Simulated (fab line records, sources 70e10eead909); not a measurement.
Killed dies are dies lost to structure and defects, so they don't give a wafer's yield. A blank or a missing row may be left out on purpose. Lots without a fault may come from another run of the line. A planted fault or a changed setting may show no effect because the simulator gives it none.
Which tool did it? | flow nand_harc | 10 lots, 30 wafers sampled, at 5 steps of a route of 1302

WHAT THE GAUGES READ, wafer by wafer
NHARC_A_M0_CD_MEAS_09: target cd 80 nm. Usual: cd_nm 79.9 nm, standard deviation 0.58.
lot  | measured     | on        | cd_nm (nm)     | flag
L940 | day 23 14:39 | cd_sem-03 | 79.7 79.8 79.6 |
L946 | day 25 20:59 | cd_sem-03 | 85.3 85.9 85.5 | OFF
L948 | day 26 22:23 | cd_sem-02 | 85.6 84.7 85.4 | OFF
L950 | day 27 05:53 | cd_sem-03 | 79.9 79.7 78.7 |
L955 | day 28 16:56 | cd_sem-01 | 79.8 78.8 80.0 |
L957 | day 30 04:16 | cd_sem-03 | 79.8 80.1 79.9 |
L960 | day 30 20:08 | cd_sem-01 | 80.9 80.3 79.7 |
L959 | day 31 05:13 | cd_sem-01 | 79.8 79.6 79.0 |
L962 | day 32 00:19 | cd_sem-03 | 80.3 81.0 80.1 |
L963 | day 32 10:27 | cd_sem-02 | 80.3 80.2 79.6 |

WHICH TOOL RAN EACH LOT (tool, then ch and the chambers of the sampled wafers, then the start)
lot  | NHARC_A_CONTACT_CVD_19                   | NHARC_A_BLC_ETCH_18                           | NHARC_A_BLC_STRIP_29               | NHARC_A_M0_PEB_07
L940 | cvd_w-02 ch 1, day 23 11:51 or earlier   | rie_diel-07 ch 2,3, day 23 11:51 or earlier   | rie_diel-07 ch 0,3, day 23 11:51   | litho_track-01 ch 0, day 23 14:34
L946 | cvd_w-02 ch 0,1, day 25 18:08 or earlier | rie_diel-05 ch 0,1,2, day 25 18:08 or earlier | rie_diel-07 ch 1,2,3, day 25 18:08 | litho_track-01 ch 0, day 25 20:55
L948 | cvd_w-02 ch 0,1, day 26 19:28 or earlier | rie_diel-05 ch 0,1, day 26 19:28 or earlier   | rie_diel-07 ch 0,1,2, day 26 19:28 | litho_track-01 ch 0, day 26 22:18
L950 | cvd_w-01 ch 0,1, day 27 03:11 or earlier | rie_diel-07 ch 0,2,3, day 27 03:11 or earlier | rie_diel-05 ch 0,1,3, day 27 03:11 | litho_track-06 ch 0, day 27 05:48
L955 | cvd_w-01 ch 0,1, day 28 13:46 or earlier | rie_diel-05 ch 0,3, day 28 13:46 or earlier   | rie_diel-10 ch 0,1,2, day 28 13:46 | litho_track-06 ch 0, day 28 16:52
L957 | cvd_w-02 ch 0,1, day 30 01:26 or earlier | rie_diel-07 ch 0,3, day 30 01:26 or earlier   | rie_diel-05 ch 0,1,3, day 30 01:26 | litho_track-01 ch 0, day 30 04:11
L960 | cvd_w-02 ch 0,1, day 30 17:22 or earlier | rie_diel-05 ch 0,2,3, day 30 17:22 or earlier | rie_diel-07 ch 1,3, day 30 17:22   | litho_track-01 ch 0, day 30 20:04
L959 | cvd_w-01 ch 0, day 31 02:25 or earlier   | rie_diel-10 ch 0,1, day 31 02:25 or earlier   | rie_diel-05 ch 0,1,2, day 31 02:25 | litho_track-01 ch 0, day 31 05:09
L962 | cvd_w-02 ch 0,1, day 31 21:31 or earlier | rie_diel-10 ch 0,2,3, day 31 21:31 or earlier | rie_diel-05 ch 1,2,3, day 31 21:31 | litho_track-01 ch 0, day 32 00:14
L963 | cvd_w-02 ch 0,1, day 32 07:41 or earlier | rie_diel-10 ch 2,3, day 32 07:41 or earlier   | rie_diel-07 ch 1,3, day 32 07:41   | litho_track-01 ch 0, day 32 10:22
- NHARC_A_CONTACT_CVD_19: deposits W, target thk 300 nm, time 802 s.
- NHARC_A_BLC_ETCH_18: etches the open film in C4F8/O2/Ar, target depth 910 nm.
- NHARC_A_BLC_STRIP_29: strips in CF4.
- NHARC_A_M0_PEB_07: peb time 65 s.

WHAT THE TOOLS THEMSELVES READ (means of the sampled wafers that have a number; where no wafer has one, the mark that the record gives instead)
NHARC_A_CONTACT_CVD_19. Usual: heater_power_w 450 W, standard deviation 18; mfc_ar_sccm 1560 sccm, standard deviation 5; throttle_valve_pct 8.11 %, standard deviation 0.3.
lot  | tool     | heater_power_w (W) | mfc_ar_sccm (sccm) | throttle_valve_pct (%) | flag
L940 | cvd_w-02 | 477                | 1558               | 8.44                   |
L946 | cvd_w-02 | 461                | 1559               | 8.03                   |
L948 | cvd_w-02 | 458                | 1558               | 8.02                   |
L950 | cvd_w-01 | 442                | 1557               | 8.15                   |
L955 | cvd_w-01 | 437                | 1559               | 8.30                   |
L957 | cvd_w-02 | 444                | 1558               | 7.82                   |
L960 | cvd_w-02 | 445                | 1564               | 7.98                   |
L959 | cvd_w-01 | 442                | 1569               | 8.75                   |
L962 | cvd_w-02 | 447                | 1557               | 8.03                   |
L963 | cvd_w-02 | 446                | 1559               | 8.05                   |

NHARC_A_BLC_ETCH_18. Usual: chamber_pressure_mTorr 24.999 mTorr, standard deviation 0.023; oes_product_au 0.952 a.u., standard deviation 0.027; rf_fwd_power_W 599.0 W, standard deviation 1.8; rf_vpp_V 975 V, standard deviation 5.4.
lot  | tool        | chamber_pressure_mTorr (mTorr) | oes_product_au (a.u.) | rf_fwd_power_W (W) | rf_vpp_V (V) | flag
L940 | rie_diel-07 | 25.018                         | 0.986                 | 599.1              | 975          |
L946 | rie_diel-05 | 24.999                         | 0.949                 | 599.3              | 973          |
L948 | rie_diel-05 | 25.009                         | 0.920                 | 597.9              | 974          |
L950 | rie_diel-07 | 24.986                         | 0.934                 | 597.5              | 973          |
L955 | rie_diel-05 | 24.996                         | 0.961                 | 597.2              | 981          |
L957 | rie_diel-07 | 24.982                         | 0.971                 | 598.7              | 971          |
L960 | rie_diel-05 | 24.983                         | 0.913                 | 598.5              | 978          |
L959 | rie_diel-10 | 25.009                         | 0.967                 | 600.1              | 974          |
L962 | rie_diel-10 | 24.985                         | 0.933                 | 599.2              | 971          |
L963 | rie_diel-10 | 24.990                         | 0.927                 | 599.5              | 970          |

NHARC_A_BLC_STRIP_29. Usual: chamber_pressure_mTorr 50.00 mTorr, standard deviation 0.047; drypump_motor_current_A 5.7 A, standard deviation 0.4; mfc_ar_sccm 0.008 sccm, standard deviation 0.012; oes_product_au 0.998 a.u., standard deviation 0.012; rf_vpp_V 59.3 V, standard deviation 0.89; showerhead_plenum_p_Torr 1.74 Torr, standard deviation 0.068; throttle_valve_pct 13.283 %, standard deviation 0.0089.
lot  | tool        | chamber_pressure_mTorr (mTorr) | drypump_motor_current_A (A) | mfc_ar_sccm (sccm) | oes_product_au (a.u.) | rf_vpp_V (V) | showerhead_plenum_p_Torr (Torr) | throttle_valve_pct (%) | flag
L940 | rie_diel-07 | 50.05                          | 5.7                         | 0.003              | 1.010                 | 58.9         | 1.69                            | 13.290                 |
L946 | rie_diel-07 | 50.03                          | 6.2                         | 0.006              | 1.004                 | 59.6         | 1.78                            | 13.279                 |
L948 | rie_diel-07 | 50.02                          | 6.0                         | 0.007              | 1.002                 | 60.1         | 1.77                            | 13.279                 |
L950 | rie_diel-05 | 50.00                          | 5.5                         | 0.002              | 0.983                 | 58.9         | 1.75                            | 13.286                 |
L955 | rie_diel-10 | 49.99                          | 5.5                         | 0.017              | 1.001                 | 58.9         | 1.71                            | 13.278                 |
L957 | rie_diel-05 | 50.03                          | 5.5                         | 0.002              | 0.988                 | 58.4         | 1.75                            | 13.285                 |
L960 | rie_diel-07 | 50.01                          | 6.1                         | 0.000              | 1.007                 | 59.3         | 1.75                            | 13.280                 |
L959 | rie_diel-05 | 49.96                          | 5.4                         | 0.016              | 0.999                 | 59.6         | 1.71                            | 13.279                 |
L962 | rie_diel-05 | 50.06                          | 5.3                         | 0.014              | 0.988                 | 58.5         | 1.74                            | 13.285                 |
L963 | rie_diel-07 | 50.05                          | 6.1                         | 0.000              | 0.995                 | 59.5         | 1.81                            | 13.286                 |

NHARC_A_M0_PEB_07. Usual: heater_power_total_W 156.7 W, standard deviation 0.41; plate_temp_C 100.00 C, standard deviation 0.13.
lot  | tool           | heater_power_total_W (W) | plate_temp_C (C) | flag
L940 | litho_track-01 | 156.6                    | 100.19           |
L946 | litho_track-01 | 159.9                    | 101.51           | OFF
L948 | litho_track-01 | 160.4                    | 101.61           | OFF
L950 | litho_track-06 | 156.6                    | 100.12           |
L955 | litho_track-06 | 157.1                    | 100.02           |
L957 | litho_track-01 | 157.1                    | 100.13           |
L960 | litho_track-01 | 156.6                    | 99.97            |
L959 | litho_track-01 | 156.7                    | 99.98            |
L962 | litho_track-01 | 156.3                    | 99.77            |
L963 | litho_track-01 | 157.1                    | 99.95            |

THE ANSWER, worked out from the rows above alone
Rule: a lot is off if the mean of its wafers that have a number lies more than 3 standard deviations from the usual mean. A lot without any number at a reading at which 4 lots or more have one is off too. The other lots that the step has rows for count as sound. The gauges are gone through in route order, then the tools' own readings, and for those a lot's mean is taken as printed above. The first step at which some lot is off is used, and at that step the reading that is off furthest; a lot without a number counts as furthest.
Off: L946, L948, at NHARC_A_M0_CD_MEAS_09 (cd_nm).
A tool fits if, at a process step before that reading, it ran every lot that is off, and no sound lot after the first of them. The gauges at NHARC_A_M0_CD_MEAS_09 aren't tried: what is off there is off at NHARC_A_M0_PEB_07 too, on other tools, and a gauge's error can't cause that. NHARC_A_CONTACT_CVD_19 gives no start for some lots, so the hours and the order of its lots are those of NHARC_A_BLC_STRIP_29. NHARC_A_BLC_ETCH_18 gives no start for some lots, so the hours and the order of its lots are those of NHARC_A_BLC_STRIP_29. None of those tried fits.

WHAT THE SIMULATOR HAD PUT IN
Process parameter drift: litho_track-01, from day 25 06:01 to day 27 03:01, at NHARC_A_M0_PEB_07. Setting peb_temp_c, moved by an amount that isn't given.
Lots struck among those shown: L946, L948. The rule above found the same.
